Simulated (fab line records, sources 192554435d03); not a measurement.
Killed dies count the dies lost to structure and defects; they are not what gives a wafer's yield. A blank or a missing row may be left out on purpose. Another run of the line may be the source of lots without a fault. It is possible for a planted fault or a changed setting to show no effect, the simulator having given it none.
A lot that was struck, set against a sound lot / flow n5Finfet / 38 out of 1938 route steps
Sound: these wafers, L617.1, L617.3, L617.5. Wafers struck: L615.1, L615.3, L615.5. At the end, the cause is stated.
For every step that has rows: the tool of each side, followed by ch and its chambers, followed by its first start. Under that, the readings that differ: sound wafers / struck wafers / difference of the means / sigmas: that difference in standard deviations of wafers without a fault.
alike: readings with means less than 2 such deviations apart, plus words and numbers identical on both sides. not compared: withheld readings, readings lacking a value on some wafer, bounds such as >300 that could conceal the same value, and numbers that have no deviation in the record and whose values overlap.
A row with sigmas, a row that says differs or no value, or rows on one side alone: a step with any of these is where the two part. Non-overlapping numbers with no deviation appear without sigmas and do not part them. A reading that every wafer of one side lacks parts them only if that side has two wafers or more.

first, 8 steps without rows for these wafers: N5_BEOL_M1_ECD_50 (material Cu, target thk 300 nm); N5_BEOL_M1_ANNEAL_51 (time 90 s); N5_BEOL_M1_CMP_52 (polishes, stops on SiOC, t overpolish 6.8 s, target thk 40 nm); N5_BEOL_M1_PRE_CLEAN_60 (time 15 s); N5_BEOL_M1_CO_CAP_55 (material Co, precursor CCTBA/H2, target thk 2 nm, time 102.1 s); N5_BEOL_M1_PRE_CLEAN_56 (time 15 s); N5_BEOL_M1_DEP_57 (deposits SiCN from 3MS/NH3, target thk 8 nm, time 14 s); N5_BEOL_M2_ILD_DEP_00 (deposits SiOC from DEMS/O2, target thk 79 nm, time 15.3 s).
N5_BEOL_M2_PECVD_72: deposits SiO2 from TEOS/O2, target thk 16 nm, time 18 s.
  sound on pecvd-01 ch 0,1, day 12 03:05; struck on pecvd-03 ch 1,2, day 11 15:01
reading=susceptorTempC (C); sound=399.98 400.44 400.22; struck=435.01 434.87 434.64; difference=+34.63; sigmas=+99 or more
reading=model.SiO2_of_BEOL_M2_PECVD_72.thkNm (nm); sound=15.8 16 16; struck=12 12.4 12.4; difference=-4; sigmas=
  alike: heaterPowerW, showerheadPlenumPTorr, throttleValvePct
then, 25 steps without rows for these wafers: N5_BEOL_M2_HM_DEP_02 (deposits TiN, target thk 20 nm); N5_BEOL_M2_COAT_61 (time 60 s, resist thk 60 nm); N5_BEOL_M2_COAT_62 (time 60 s, resist thk 12 nm); N5_BEOL_M2_COAT_73 (time 60 s, resist thk 5 nm); N5_BEOL_M2_COAT_05 (resist thk 30 nm); N5_BEOL_M2_EBR_07; N5_BEOL_M2_SOFTBAKE_06 (time 60 s); N5_BEOL_M2_EXPOSE_08 (exposes mask M2); N5_BEOL_M2_PEB_09 (peb time 60 s); N5_BEOL_M2_DEVELOP_10 (develop time 30 s); N5_BEOL_M2_DESCUM_16 (chemistry O2, time 7 s); N5_BEOL_M2_ETCH_74 (etches underlayer in N2/H2, target depth 6.5 nm, time 5.2 s); N5_BEOL_M2_ETCH_63 (etches SiARC in CF4, target depth 15.6 nm, time 26 s); N5_BEOL_M2_ETCH_64 (etches SOC in N2/H2, target depth 75 nm, overetch 22.5 nm, time 121.9 s); N5_BEOL_M2_STRIP_65 (strips in N2/H2); N5_BEOL_M2_STRIP_75 (strips in N2/H2); N5_BEOL_M2_STRIP_66 (strips in CF4); N5_BEOL_M2_HM_OPEN_17 (chemistry Cl2/BCl3, target TiN, target depth 20 nm, overetch 6 nm); N5_BEOL_M2_STRIP_19 (strips in O2); N5_BEOL_M2_COAT_67 (time 60 s, resist thk 60 nm); N5_BEOL_M2_COAT_68 (time 60 s, resist thk 12 nm); N5_BEOL_M2_COAT_76 (time 60 s, resist thk 5 nm); N5_BEOL_M2_COAT_22 (resist thk 30 nm); N5_BEOL_M2_EBR_24; N5_BEOL_M2_SOFTBAKE_23 (time 60 s).
N5_BEOL_M2_HM_STRIP_39: strips TiN in peroxide tin strip, target depth 25 nm, time 158 s.
  sound on wetBench-03 ch 2,5,7, day 12 14:55; struck on wetBench-02 ch 1,2,7, day 12 01:42
reading=model.SiO2_of_BEOL_M2_PECVD_72.thkNm (nm); sound=15.6 15.8 15.8; struck=11.8 12.4 12.2; difference=-3.6; sigmas=
N5_BEOL_M2_CMP_52: polishes, stops on SiOC, t overpolish 6.8 s, target thk 40 nm.
  sound on cmp-04 ch 0,1,2, day 12 18:47; struck on cmp-04 ch 0,1, day 12 05:14
reading=barrierFieldEndpointS (s); sound=24.5 24.4 25.4; struck=20.0 19.8 19.8; difference=-4.9; sigmas=-7
  alike: motorCurrentA
N5_BEOL_M4_RC_MEAS_101:
  sound on prober-02 ch 0, day 13 15:55; struck on prober-01 ch 0, day 12 21:28
  alike: DIBL_N, DIBL_P, IOFF_N, IOFF_P, ION_N, ION_P, SS_N, SS_P, VT_N, VT_P
-- a jump in the record: the struck wafers' starts before and after are 4 days apart (it breaks off in module BEOL_M4 and resumes in module PASSIVATION, where the first step shown is number 1936 of the route) --
N5_PASSIVATION_PROBE_49:
  the record has rows for the struck wafers here (prober-01, day 17 08:01) and none for the sound ones

WHERE THEY PART
First at N5_BEOL_M2_PECVD_72; last, within this record, at N5_PASSIVATION_PROBE_49.

WHY: what the simulator had put in
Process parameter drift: pecvd-03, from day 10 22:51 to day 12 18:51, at N5_BEOL_M2_PECVD_72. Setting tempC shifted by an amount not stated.
